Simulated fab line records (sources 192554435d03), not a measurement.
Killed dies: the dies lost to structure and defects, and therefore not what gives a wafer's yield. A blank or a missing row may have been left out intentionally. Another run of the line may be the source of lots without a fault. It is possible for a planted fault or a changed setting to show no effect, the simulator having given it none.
Matching of chambers | flow n5Finfet | N5_MOL_CONTACT_COAG_ALD_20 on aldMetal-03: 4 sister chambers
The step deposits TiN, target thk 1.5 nm, pulse time 1 s, purge time 3 s. 14 wafers are shown with their chamber, then 7 later ones without.

== EACH WAFER AND ITS CHAMBER ==
wafer  | chamber | heaterPowerW (W) | precursorPulseHeightRel
L659.2 | 2       | 838              | 1.001
L659.4 | 3       | 979              | 0.994
L659.6 | 1       | 1085             | 0.977
L662.4 | 0       | 947              | 1.007
L662.5 | 0       | 959              | 0.999
L662.6 | 1       | 1079             | 1.013
L665.3 | 1       | 1059             | 0.997
L665.4 | 2       | 836              | 1.037
L665.6 | 3       | 958              | 0.971
L666.2 | 3       | 1001             | 0.986
L666.3 | 0       | 961              | 0.976
L666.6 | 0       | 956              | 1.002
L668.2 | 2       | 828              | 1.013
L668.3 | 0       | 940              | 1.012

SIGNATURES, as means of the wafers listed above
reading                 | chamber 0 | chamber 1 | chamber 2 | chamber 3 | scatter within a chamber
heaterPowerW            | 952.60    | 1074.33   | 834.00    | 979.33    | 12.9
precursorPulseHeightRel | 0.99920   | 0.99567   | 1.01700   | 0.98367   | 0.0154
Rule: for each reading, subtract the chamber's mean from the wafer's reading, divide by that reading's scatter and square the result; add these up over the readings and take the root, which gives the wafer's distance from the chamber. The wafer belongs to the nearest chamber; if the next one is less than 2 further off, it can't be placed. How the scatter is found: for the shown wafers, subtract from each reading the mean of its chamber, square and add these, divide the total by (wafers less chambers), then take the root.

== WAFERS WITHOUT THEIR CHAMBER ==
wafer  | heaterPowerW (W) | precursorPulseHeightRel
L668.4 | 1068             | 0.993
L677.2 | 1075             | 1.050
L677.3 | 1003             | 1.003
L677.4 | 846              | 1.015
L678.1 | 954              | 1.028
L678.2 | 995              | 1.030
L678.6 | 836              | 0.983

== CHAMBER TAKEN BY EACH ==
wafer  | from the rows above     | in truth
L668.4 | 1                       | 1
L677.2 | 1                       | 1
L677.3 | can't be placed: 3 or 0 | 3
L677.4 | 2                       | 2
L678.1 | can't be placed: 0 or 3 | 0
L678.2 | can't be placed: 3 or 0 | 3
L678.6 | 2                       | 2
Correctly placed: 4 of 7. These rows do not allow placing 3 (true chamber among the candidates in 3). Placed wrongly: 0.
